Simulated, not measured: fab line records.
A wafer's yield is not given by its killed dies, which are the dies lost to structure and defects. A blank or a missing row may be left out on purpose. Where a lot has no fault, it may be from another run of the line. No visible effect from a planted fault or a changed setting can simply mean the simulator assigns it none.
fab line records | flow n5_finfet | part 1 of 2: steps 1 to 19 of 29
[record] lots = 5 wafers = 15 last_day = 19
route steps=1938 shown BEOL_M6@1232
lots with no fault: from the same line, run without faults
start_h: hours from the record's opening day to when the first of the lot's shown wafers began | wait_h: time in hours since the lot's previous step | " as in the row above | L1.1+2: a single row standing in for several wafers | - no value present, or no start provided | * or withheld: withheld | < > ~ a bound
route shown NAME@n: NAME is a module with steps in the file, n the number in the route of the first one | usual: mean and standard deviation over wafers with no fault | same: alike in all rows | chamber/n: place in a boat | sites: per-site readings | _std_site: the values' standard deviation | _edge_site: outer sites' mean less inner sites' | radius_mm: for every site, how far away it sits from the centre of the wafer | mask NAME#n: copy n | behind: the last tool/chamber to shape the wafer | hold: what put the lot on hold/how long, in hours/how the hold closed | device: transistor that didn't switch, given as n, p or np | end of line: the same wafers' tests at the end of the route | where a step has no rows: the recipe by itself | killed: at the first sort, the dies lost to defects and structure; wafer yield is something else | map: per-die view of a wafer (x killed, . not killed, _ where there is no die)
set.NAME: setting as actually run; set.NAME@STEP: the setting as run at that earlier step | model.NAME: the simulator's own value behind a step, which no gauge read
certain route steps with their lots: each step a table, each wafer a row
services: a tool's chamber out of use, with start hour (start_h, from the record's first day; less than 0 if before it), hours out, and reason
[[steps]]
[step N5_BEOL_M6_ETCH_65]
[recipe] chemistry = CF4 target = SiARC target_depth_a = 156 mask_material = CAR-EUV time_s = 26 ion_energy_ev = 80 pressure_mtorr = 40 source_w = 545 bias_w = 36 Ar_flow_sccm = 100 cf4_flow_sccm = 100 ends = cleared
[usual] cf4_flow_sccm = 100.0/0.32 drypump_motor_current_A = 5.6/0.43 etch_rf_on_time_s = 25.9/0.86 oes_product_au = 0.66/0.054 rf_vpp_V = 184.1/1.1 showerhead_plenum_p_Torr = 2.14/0.07 throttle_valve_pct = 15.62/0.18
// columns lot.wafer tool chamber start_h wait_h cf4_flow_sccm drypump_motor_current_A etch_rf_on_time_s oes_product_au rf_hours_counter_h rf_vpp_V showerhead_plenum_p_Torr throttle_valve_pct
L074.1 rie_diel-01 1 196.96 0.0 99.8 5.8 26.0 0.69 103 184.3 2.08 15.46
L074.4 " 3 " " 100.5 5.4 25.4 0.65 137 182.5 2.07 15.84
L074.6 " 2 " " 99.8 5.6 25.0 0.69 - 183.9 2.14 15.38
L076.3 rie_diel-01 2 211.27 0.0 100.3 5.6 25.4 0.68 99 183.8 2.14 15.40
L076.4 " 0 " " 100.2 6.2 25.1 0.65 137 182.3 2.06 15.75
L076.5 " 2 " " 99.6 5.6 25.9 0.67 - 184.6 2.14 15.41
L082.1 rie_diel-01 2 249.76 0.0 99.5 5.6 25.4 0.67 114 184.7 2.13 15.43
L082.3 " 0 " " 99.6 6.2 25.2 0.64 150 182.9 2.06 15.78
L082.6 " 2 " " 99.7 5.6 25.8 0.66 - 183.7 2.13 15.43
L087.1 rie_diel-02 0 278.46 0.0 99.7 6.1 25.5 0.65 156 184.1 2.04 15.68
L087.2 " 1 " " 99.8 5.2 25.9 0.62 160 185.0 2.13 15.56
L087.5 " 1 " " 99.7 5.2 26.0 0.62 - 183.6 2.13 15.56
L092.2 rie_diel-04 3 311.07 0.0 99.9 5.7 26.3 0.58 248 186.1 2.20 15.82
L092.5 " 0 " " 100.0 5.5 24.5 0.77 - 185.2 2.25 15.23
L092.6 " 2 " " 100.1 4.7 25.2 0.72 - 183.9 2.17 15.70
[step N5_BEOL_M6_ETCH_66]
[recipe] chemistry = N2/H2 target = SOC target_depth_a = 800 overetch_a = 160 mask_material = SiARC temp_c = 40 time_s = 120 ion_energy_ev = 200 pressure_mtorr = 30 source_w = 840 bias_w = 150 n2_flow_sccm = 200 h2_flow_sccm = 200
[usual] drypump_motor_current_A = 5.6/0.43 oes_product_au = 0.59/0.041 rf_vpp_V = 523.7/2.5 showerhead_plenum_p_Torr = 2.54/0.1 throttle_valve_pct = 17.87/0.21
[same] time_s = 120
// columns lot.wafer tool chamber start_h wait_h drypump_motor_current_A oes_product_au rf_hours_counter_h rf_vpp_V showerhead_plenum_p_Torr throttle_valve_pct
L074.1 rie_diel-01 1 196.99 0.0 5.8 0.61 103 521.4 2.43 17.41
L074.4 " 3 " " 5.4 0.58 137 522.7 2.46 18.10
L074.6 " 2 " " 5.6 0.61 - 525.0 2.57 17.64
L076.3 rie_diel-01 2 211.29 0.0 5.6 0.60 99 524.0 2.57 17.68
L076.4 " 0 " " 6.2 0.57 137 520.2 2.42 17.79
L076.5 " 2 " " 5.6 0.60 - 523.6 2.57 17.66
L082.1 rie_diel-01 2 249.79 0.0 5.6 0.59 114 523.0 2.56 17.69
L082.3 " 0 " " 6.3 0.56 150 520.9 2.41 17.84
L082.6 " 2 " " 5.6 0.59 - 523.6 2.56 17.69
L087.1 rie_diel-02 0 278.49 0.0 6.2 0.58 156 520.7 2.42 17.84
L087.2 " 1 " " 5.2 0.56 160 522.8 2.54 17.88
L087.5 " 1 " " 5.2 0.56 - 523.3 2.54 17.89
L092.2 rie_diel-04 3 311.10 0.0 5.6 0.53 248 525.7 2.60 17.96
L092.5 " 0 " " 5.5 0.67 - 529.3 2.72 17.72
L092.6 " 2 " " 4.8 0.63 - 525.8 2.61 18.16
[step N5_BEOL_M6_STRIP_69]
[recipe] chemistry = N2/H2 temp_c = 40 n2_flow_sccm = 200 h2_flow_sccm = 200 rf_frequency_hz = 6e+07
// columns lot.wafer tool chamber start_h wait_h
L074.1+4+6 rie_diel-01 1,3,2 197.07 0.0
L076.3+4+5 rie_diel-01 2,0,2 211.37 0.0
L082.1+3+6 rie_diel-01 2,0,2 249.87 0.0
L087.1+2+5 rie_diel-02 0,1,1 278.57 0.0
L092.2+5+6 rie_diel-04 3,0,2 311.18 0.0
[step N5_BEOL_M6_STRIP_73]
[recipe] chemistry = N2/H2 temp_c = 40 n2_flow_sccm = 200 h2_flow_sccm = 200 rf_frequency_hz = 6e+07
// columns lot.wafer tool chamber start_h wait_h
L074.1+4+6 rie_diel-01 1,3,2 197.08 0.0
L076.3+4+5 rie_diel-01 2,0,2 211.38 0.0
L082.1+3+6 rie_diel-01 2,0,2 249.88 0.0
L087.1+2+5 rie_diel-02 0,1,1 278.58 0.0
L092.2+5+6 rie_diel-04 3,0,2 311.19 0.0
[step N5_BEOL_M6_VIA_ETCH_34]
[recipe] chemistry = C4F6/O2 target = SiCOH_lowk target_depth_a = 1263 mask_material = SOC taper_deg = 4 time_s = 50.9 ion_energy_ev = 250 pressure_mtorr = 30 source_w = 345 bias_w = 185 Ar_flow_sccm = 300 C4F6_flow_sccm = 10 O2_flow_sccm = 10
[usual] drypump_motor_current_A = 5.6/0.43 oes_o_777_au = 0.77/0.072 oes_product_au = 0.77/0.059 rf_vpp_V = 665/23 showerhead_plenum_p_Torr = 2.84/0.098 throttle_valve_pct = 20.89/0.2
[same] time_s = 50.9
// columns lot.wafer tool chamber start_h wait_h drypump_motor_current_A oes_o_777_au oes_product_au rf_hours_counter_h rf_vpp_V showerhead_plenum_p_Torr throttle_valve_pct
L074.1 rie_diel-01 1 197.09 0.0 5.8 0.78 0.79 103 683 2.77 20.77
L074.4 " 3 " " 5.5 0.75 0.75 137 694 2.76 21.15
L074.6 " 2 " " 5.6 0.82 0.78 - 650 2.83 20.53
L076.3 rie_diel-01 2 211.39 0.0 5.6 0.82 0.78 99 648 2.83 20.53
L076.4 " 0 " " 6.3 0.78 0.75 137 626 2.72 20.88
L076.5 " 2 " " 5.6 0.82 0.78 - 650 2.83 20.52
L082.1 rie_diel-01 2 249.89 0.0 5.6 0.80 0.77 114 650 2.82 20.56
L082.3 " 0 " " 6.2 0.77 0.74 150 628 2.71 20.92
L082.6 " 2 " " 5.6 0.80 0.76 - 647 2.82 20.55
L087.1 rie_diel-02 0 278.59 0.0 6.1 0.71 0.76 156 700 2.71 20.86
L087.2 " 1 " " 5.2 0.72 0.74 160 678 2.86 21.03
L087.5 " 1 " " 5.2 0.71 0.74 - 679 2.86 21.02
L092.2 rie_diel-04 3 311.20 0.0 5.6 0.72 0.69 248 664 2.91 20.89
L092.5 " 0 " " 5.5 0.92 0.90 - 674 3.00 20.56
L092.6 " 2 " " 4.7 0.82 0.84 - 628 2.90 21.12
[step N5_BEOL_M6_STRIP_76]
[recipe] chemistry = C4F6/O2 resist = SiARC rf_frequency_hz = 6e+07
// columns lot.wafer tool chamber start_h wait_h
L074.1+4+6 rie_diel-01 1,3,2 197.14 0.0
L076.3+4+5 rie_diel-01 2,0,2 211.44 0.0
L082.1+3+6 rie_diel-01 2,0,2 249.93 0.0
L087.1+2+5 rie_diel-02 0,1,1 278.63 0.0
L092.2+5+6 rie_diel-04 3,0,2 311.24 0.0
[step N5_BEOL_M6_STRIP_36]
[recipe] chemistry = N2/H2 power_w = 450 temp_c = 40 pressure_mtorr = 20 rf_frequency_hz = 6e+07 overash_fraction = 0.3 bias_power_w = 7 h2_frac = 0.5 n2_flow_sccm = 200 h2_flow_sccm = 200
[usual] drypump_motor_current_A = 5.6/0.43 oes_product_au = 0.77/0.061 rf_vpp_V = 59.1/1.5 showerhead_plenum_p_Torr = 2.54/0.1 throttle_valve_pct = 23.7/0.32
// columns lot.wafer tool chamber start_h wait_h drypump_motor_current_A oes_product_au rf_hours_counter_h rf_vpp_V showerhead_plenum_p_Torr throttle_valve_pct
L074.1 rie_diel-01 1 197.15 0.0 5.8 0.79 103 59.0 2.43 23.0
L074.4 " 3 " " 5.5 0.77 137 57.1 2.46 24.0
L074.6 " 2 " " 5.6 0.78 - 57.5 2.56 23.4
L076.3 rie_diel-01 2 211.45 0.0 5.6 0.79 99 58.9 2.56 23.4
L076.4 " 0 " " 6.2 0.74 137 59.8 2.41 23.5
L076.5 " 2 " " 5.6 0.78 - 60.3 2.56 23.4
L082.1 rie_diel-01 2 249.94 0.0 5.6 0.78 114 63.2 2.55 23.4
L082.3 " 0 " " 6.3 0.75 150 59.8 2.41 23.5
L082.6 " 2 " " 5.6 0.77 - 61.2 2.56 23.4
L087.1 rie_diel-02 0 278.64 0.0 6.2 0.77 156 58.8 2.41 23.6
L087.2 " 1 " " 5.2 0.72 160 58.2 2.53 23.8
L087.5 " 1 " " 5.2 0.72 - 58.4 2.53 23.8
L092.2 rie_diel-04 3 311.25 0.0 5.7 0.68 248 56.4 2.60 23.8
L092.5 " 0 " " 5.6 0.90 - 60.0 2.72 23.7
L092.6 " 2 " " 4.8 0.83 - 62.2 2.60 24.1
[step N5_BEOL_M6_TRENCH_ETCH_37]
[recipe] chemistry = C4F6/O2 target_depth_a = 944.35 target = SiCOH_lowk time_s = 31.5 ion_energy_ev = 250 pressure_mtorr = 30 source_w = 345 bias_w = 185 Ar_flow_sccm = 300 C4F6_flow_sccm = 10 O2_flow_sccm = 10
[usual] drypump_motor_current_A = 5.6/0.43 oes_o_777_au = 0.77/0.072 oes_product_au = 0.77/0.06 rf_vpp_V = 665/23 showerhead_plenum_p_Torr = 2.84/0.098 throttle_valve_pct = 20.92/0.2
[same] time_s = 31.5
// columns lot.wafer tool chamber start_h wait_h drypump_motor_current_A oes_o_777_au oes_product_au rf_hours_counter_h rf_vpp_V showerhead_plenum_p_Torr throttle_valve_pct
L074.1 rie_diel-01 1 - - 5.7 0.78 0.79 103 680 2.77 20.80
L074.4 " 3 " " 5.4 0.74 0.75 137 696 2.76 21.17
L074.6 " 2 " " 5.6 0.83 0.79 - 652 2.83 20.55
L076.3 rie_diel-01 2 - - 5.6 0.83 0.79 99 650 2.83 20.57
L076.4 " 0 " " 6.2 0.77 0.76 137 629 2.72 20.93
L076.5 " 2 " " 5.6 0.82 0.79 - 648 2.83 20.54
L082.1 rie_diel-01 2 - - 5.6 0.81 0.78 114 649 2.82 20.60
L082.3 " 0 " " 6.2 0.76 0.74 150 627 2.71 20.96
L082.6 " 2 " " 5.6 0.81 0.77 - 649 2.82 20.58
L087.1 rie_diel-02 0 - - 6.1 0.71 0.77 156 697 2.71 20.90
L087.2 " 1 " " 5.2 0.72 0.74 160 677 2.86 21.04
L087.5 " 1 " " 5.2 0.72 0.73 - 680 2.86 21.05
L092.2 rie_diel-04 3 - - 5.6 0.72 0.68 248 663 2.91 20.93
L092.5 " 0 " " 5.6 0.92 0.91 - 674 3.00 20.55
L092.6 " 2 " " 4.8 0.83 0.83 - 628 2.90 21.16
[step N5_BEOL_M6_ETCH_41]
[recipe] chemistry = CH3F/O2 target = SiCN target_depth_a = 297 taper_deg = 2 time_s = 52 ion_energy_ev = 120 mask_material = TiN pressure_mtorr = 30 source_w = 395 bias_w = 75 Ar_flow_sccm = 150 CH3F_flow_sccm = 30 O2_flow_sccm = 20
[usual] drypump_motor_current_A = 5.6/0.43 oes_product_au = 0.77/0.06 rf_vpp_V = 297.1/1.7 showerhead_plenum_p_Torr = 2.00/0.072 throttle_valve_pct = 16.32/0.16
[same] time_s = 52
// columns lot.wafer tool chamber start_h wait_h drypump_motor_current_A oes_product_au rf_hours_counter_h rf_vpp_V showerhead_plenum_p_Torr throttle_valve_pct
L074.1 rie_diel-01 1 - - 5.8 0.80 103 297.5 1.95 16.19
L074.4 " 3 " " 5.5 0.76 137 295.7 1.93 16.51
L074.6 " 2 " " 5.6 0.79 - 297.6 1.99 16.05
L076.3 rie_diel-01 2 - - 5.6 0.78 99 297.3 1.99 16.07
L076.4 " 0 " " 6.3 0.75 137 294.7 1.90 16.36
L076.5 " 2 " " 5.6 0.78 - 296.5 1.99 16.07
L082.1 rie_diel-01 2 - - 5.6 0.78 114 297.8 1.99 16.08
L082.3 " 0 " " 6.2 0.75 150 294.7 1.90 16.37
L082.6 " 2 " " 5.6 0.78 - 298.9 1.99 16.09
L087.1 rie_diel-02 0 - - 6.2 0.76 156 297.2 1.90 16.38
L087.2 " 1 " " 5.2 0.73 160 297.5 2.01 16.39
L087.5 " 1 " " 5.2 0.73 - 297.5 2.01 16.38
L092.2 rie_diel-04 3 - - 5.6 0.68 248 299.6 2.05 16.43
L092.5 " 0 " " 5.5 0.90 - 299.8 2.11 15.97
L092.6 " 2 " " 4.7 0.83 - 299.5 2.04 16.47
[step N5_BEOL_M6_STRIP_80]
[recipe] chemistry = N2/H2 time_s = 10 power_w = 450 temp_c = 40 pressure_mtorr = 20 rf_frequency_hz = 6e+07 bias_power_w = 7 n2_flow_sccm = 200 h2_flow_sccm = 200
[usual] drypump_motor_current_A = 5.6/0.43 oes_product_au = 0.77/0.059 rf_vpp_V = 59.2/0.9 showerhead_plenum_p_Torr = 2.54/0.1 throttle_valve_pct = 23.7/0.32
[same] time_s = 10
// columns lot.wafer tool chamber start_h wait_h drypump_motor_current_A oes_product_au rf_hours_counter_h rf_vpp_V showerhead_plenum_p_Torr throttle_valve_pct
L074.1 rie_diel-01 1 - - 5.8 0.79 103 58.5 2.43 23.0
L074.4 " 3 " " 5.4 0.75 137 57.7 2.46 24.0
L074.6 " 2 " " 5.6 0.80 - 60.5 2.56 23.4
L076.3 rie_diel-01 2 - - 5.7 0.79 99 59.2 2.56 23.4
L076.4 " 0 " " 6.3 0.74 137 58.0 2.41 23.5
L076.5 " 2 " " 5.6 0.78 - 60.3 2.56 23.4
L082.1 rie_diel-01 2 - - 5.6 0.78 114 60.7 2.56 23.4
L082.3 " 0 " " 6.2 0.73 150 59.1 2.41 23.5
L082.6 " 2 " " 5.6 0.78 - 59.0 2.56 23.4
L087.1 rie_diel-02 0 - - 6.1 0.77 156 58.1 2.41 23.6
L087.2 " 1 " " 5.2 0.72 160 59.8 2.53 23.8
L087.5 " 1 " " 5.2 0.72 - 58.4 2.53 23.9
L092.2 rie_diel-04 3 - - 5.7 0.67 248 59.1 2.60 23.8
L092.5 " 0 " " 5.6 0.90 - 59.9 2.72 23.7
L092.6 " 2 " " 4.7 0.82 - 58.2 2.60 24.2
[step N5_BEOL_M6_OCD_MEAS_38]
[usual] trench_depth_nm = 94.3/2.3
// columns lot.wafer tool chamber start_h wait_h trench_depth_nm
L074.1 ocd-02 - 197.34 - 92.8
L074.4 " - " " 94.7
L074.6 " - " " 93.7
L076.3 ocd-01 - 211.64 - 93.4
L076.4 " - " " 96.0
L076.5 " - " " 93.7
L082.1 ocd-01 - 250.14 - 93.0
L082.3 " - " " 95.4
L082.6 " - " " 93.2
L087.1 ocd-02 - 278.83 - 97.6
L087.2 " - " " 95.6
L087.5 " - " " 95.8
L092.2 ocd-01 - 311.45 - 93.4
L092.5 " - " " 100.3
L092.6 " - " " 96.3
[step N5_BEOL_M6_HM_STRIP_39]
[recipe] chemistry = peroxide_tin_strip material = TiN target_depth_a = 250 temp_c = 50 time_s = 158
[same] time_s = 158
// columns lot.wafer tool chamber start_h wait_h
L074.1+4+6 wet_bench-04 1,4,2 197.37 0.0
L076.3+4+5 wet_bench-02 2,0,3 211.67 0.0
L082.1+3+6 wet_bench-05 2,5,3 250.17 0.0
L087.1+2+5 wet_bench-02 3,5,2 278.87 0.0
L092.2+5+6 wet_bench-02 5,6,2 311.48 0.0
[step N5_BEOL_M6_SRD_40]
[recipe] time_s = 30 temp_c = 23 rinse_liquid = diw dry = ipa_marangoni
[same] time_s = 30
// columns lot.wafer tool chamber start_h wait_h
L074.1+4+6 wet_bench-04 1,4,2 197.42 0.0
L076.3+4+5 wet_bench-02 2,0,3 211.72 0.0
L082.1+3+6 wet_bench-05 2,5,3 250.22 0.0
L087.1+2+5 wet_bench-02 3,5,2 278.91 0.0
L092.2+5+6 wet_bench-02 5,6,2 311.53 0.0
[step N5_BEOL_M6_PRECLEAN_42]
[recipe] chemistry = residue_remover time_s = 60 temp_c = 40
[same] time_s = 60
// columns lot.wafer tool chamber start_h wait_h
L074.1+4+6 wet_bench-04 1,4,2 197.43 0.0
L076.3+4+5 wet_bench-02 2,0,3 211.74 0.0
L082.1+3+6 wet_bench-05 2,5,3 250.23 0.0
L087.1+2+5 wet_bench-02 3,5,2 278.93 0.0
L092.2+5+6 wet_bench-02 5,6,2 311.55 0.0
[step N5_BEOL_M6_SRD_43]
[recipe] time_s = 30 temp_c = 23 rinse_liquid = diw dry = ipa_marangoni
[same] time_s = 30
// columns lot.wafer tool chamber start_h wait_h
L074.1+4+6 wet_bench-04 1,4,2 197.45 0.0
L076.3+4+5 wet_bench-02 2,0,3 211.75 0.0
L082.1+3+6 wet_bench-05 2,5,3 250.25 0.0
L087.1+2+5 wet_bench-02 3,5,2 278.95 0.0
L092.2+5+6 wet_bench-02 5,6,2 311.56 0.0
[step N5_BEOL_M6_CD_MEAS_35]
[recipe] target_cd_nm = 40 target_cd_y_nm = 28 polarity = opening
[usual] cd_nm = 39.5/0.86
// columns lot.wafer tool chamber start_h wait_h cd_nm
L074.1 cd_sem-03 - 197.49 0.0 39.4
L074.4 " - " " 41.7
L074.6 " - " " 39.5
L076.3 cd_sem-03 - 211.80 0.0 38.9
L076.4 " - " " 39.7
L076.5 " - " " 38.3
L082.1 cd_sem-02 - 250.29 0.0 37.9
L082.3 " - " " 40.6
L082.6 " - " " 37.7
L087.1 cd_sem-01 - 278.99 0.0 40.3
L087.2 " - " " 38.6
L087.5 " - " " 39.4
L092.2 cd_sem-03 - 311.61 0.0 40.3
L092.5 " - " " 40.2
L092.6 " - " " 41.3
[step N5_BEOL_M6_CURE_75]
[recipe] temp_c = 370 time_s = 120 ambient = DMADMS/He material = SiCOH_lowk
[usual] lamp_power_pct = 52.32/0.051 wafer_temp_C_max = 371.6/0.66
[same] time_s = 120
// columns lot.wafer tool chamber start_h wait_h lamp_power_pct wafer_temp_C_max
L074.1 uv_cure-02 2 197.62 0.1 52.24 371.9
L074.4 " 2 " " 52.36 371.5
L074.6 " 2 " " 52.39 371.7
L076.3 uv_cure-02 0 212.11 0.3 52.35 371.3
L076.4 " 0 " " 52.32 371.0
L076.5 " 0 " " 52.35 371.4
L082.1 uv_cure-02 0 250.47 0.2 52.31 371.6
L082.3 " 0 " " 52.33 371.1
L082.6 " 0 " " 52.29 371.4
L087.1 uv_cure-01 0 279.03 0.0 52.39 370.9
L087.2 " 0 " " 52.31 371.3
L087.5 " 0 " " 52.33 371.2
L092.2 uv_cure-03 0 311.92 0.3 52.34 371.2
L092.5 " 0 " " 52.44 370.9
L092.6 " 0 " " 52.42 371.0
[step N5_BEOL_M6_DEGAS_44]
[recipe] ambient = vacuum temp_c = 250 time_s = 60
[usual] heater_power_w = 337/33
[same] time_s = 60
// columns lot.wafer tool chamber start_h wait_h heater_power_w
L074.1 pvd_sputter-01 - 198.13 0.5 330
L074.4 " - " " 298
L074.6 " - " " 330
L076.3 pvd_sputter-02 - 212.37 0.2 359
L076.4 " - " " 386
L076.5 " - " " 364
L082.1 pvd_sputter-01 - 250.83 0.3 303
L082.3 " - " " 305
L082.6 " - " " 356
L087.1 pvd_sputter-01 - 279.39 0.3 300
L087.2 " - " " 354
L087.5 " - " " 303
L092.2 pvd_sputter-01 - 313.09 1.1 302
L092.5 " - " " 303
L092.6 " - " " 346
[step N5_BEOL_M6_PRE_CLEAN_45]
[recipe] gas = H2/He time_s = 30 temp_c = 250
[usual] heater_power_w = 338/33
[same] time_s = 30
// columns lot.wafer tool chamber start_h wait_h heater_power_w
L074.1 pvd_sputter-01 - 198.17 0.0 330
L074.4 " - " " 304
L074.6 " - " " 334
L076.3 pvd_sputter-02 - 212.41 0.0 363
L076.4 " - " " 399
L076.5 " - " " 370
L082.1 pvd_sputter-01 - 250.87 0.0 305
L082.3 " - " " 308
L082.6 " - " " 349
L087.1 pvd_sputter-01 - 279.43 0.0 306
L087.2 " - " " 357
L087.5 " - " " 311
L092.2 pvd_sputter-01 - 313.13 0.0 299
L092.5 " - " " 300
L092.6 " - " " 358
